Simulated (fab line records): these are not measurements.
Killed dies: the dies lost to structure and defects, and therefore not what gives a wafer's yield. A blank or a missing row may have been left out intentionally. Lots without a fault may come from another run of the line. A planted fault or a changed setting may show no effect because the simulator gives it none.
Which tool did it?	flow nandHarc	24 lots, 72 wafers sampled, at 1 step of a route of 1302

== WHAT THE GAUGES SHOWED, per wafer ==
NHARC_A_M1_OVL_MEAS_10: pitch 240 nm. Usual: overlayXNm 0.0 nm, standard deviation 0.96; overlayYNm -0.2 nm, standard deviation 0.79.
lot	measured	on	overlayXNm (nm)	overlayYNm (nm)	flag
L075	day 23 12:53	overlay-02	0.4 0.2 -0.1	-0.6 -0.5 -0.9	
L074	day 23 13:58	overlay-01	0.0 0.1 -1.0	0.3 0.8 0.7	
L076	day 23 18:49	overlay-01	0.8 1.5 1.3	0.2 1.0 0.3	
L077	day 25 06:13	overlay-01	-1.5 -1.3 -1.6	-1.8 -1.5 -1.2	
L080	day 25 09:16	overlay-01	-0.8 -0.8 -0.9	-0.4 -0.6 -0.1	
L078	day 25 11:30	overlay-02	0.6 0.7 0.8	1.2 1.3 1.7	
L079	day 25 15:26	overlay-02	-0.5 -0.6 -0.7	0.2 -0.4 -0.1	
L081	day 25 18:02	overlay-02	-0.9 -1.3 -0.8	-0.1 0.1 0.2	
L082	day 26 10:43	overlay-01	-1.4 -0.9 -1.0	-0.6 0.4 0.3	
L083	day 26 11:14	overlay-01	-0.6 -1.1 -0.4	0.9 0.3 0.7	
L085	day 27 02:19	overlay-02	-1.1 -1.0 -0.5	-2.0 -1.4 -1.5	
L084	day 27 08:55	overlay-02	0.0 -0.2 -0.1	0.7 1.2 1.1	
L086	day 27 21:49	overlay-01	0.2 -0.1 -0.1	-1.0 -0.5 -0.3	
L088	day 28 15:16	overlay-01	-0.3 -0.5 0.0	-0.3 0.2 -0.4	
L087	day 28 16:25	overlay-02	0.9 0.2 0.8	-0.9 -1.5 -0.9	
L089	day 28 21:37	overlay-02	0.9 0.2 0.3	-1.3 -1.3 -1.4	
L090	day 29 03:57	overlay-02	1.2 1.4 1.0	-1.1 -0.9 -0.6	
L091	day 30 19:07	overlay-02	1.9 2.4 2.4	0.2 -0.6 -0.5	
L093	day 31 04:54	overlay-01	0.6 1.0 0.5	-0.4 -0.8 -0.3	
L092	day 31 06:10	overlay-02	1.2 1.7 1.6	-0.1 0.5 0.3	
L095	day 31 14:55	overlay-02	-0.7 -0.2 0.0	-0.3 -0.2 -0.2	
L094	day 31 19:27	overlay-01	-0.5 -1.0 -0.4	-0.2 -0.6 -0.4	
L096	day 31 22:24	overlay-01	-0.3 -0.3 -0.4	0.6 0.4 0.8	
L097	day 32 17:58	overlay-02	-0.7 -0.8 -0.5	-0.2 0.3 0.1	

== TOOL THAT RAN EACH LOT (tool first, then ch and the chambers of the sampled wafers, then the start) ==
There is no process step in the record ahead of these readings.

== AS READ BY THE TOOLS THEMSELVES (means over the sampled wafers that have a number; for cases with no such wafer, the mark the record gives instead) ==
The record holds no such reading with a usual standard deviation.

== THE ANSWER, worked out from the rows above alone ==
Rule: take the mean of a lot's wafers that have a number; if it is more than 3 standard deviations from the usual mean, the lot is off. Also off: a lot with no number at a reading for which 4 or more lots have one. Any other lot the step has rows for is counted as sound. First the gauges in route order, then the tools' own readings, where a lot's mean is used as printed above. The first step at which some lot is off is used, and at that step the reading that is off furthest; a lot without a number counts as furthest.
Across all readings shown, no lot is off: no conclusion can be drawn from this.

== WHAT HAD BEEN PUT IN BY THE SIMULATOR ==
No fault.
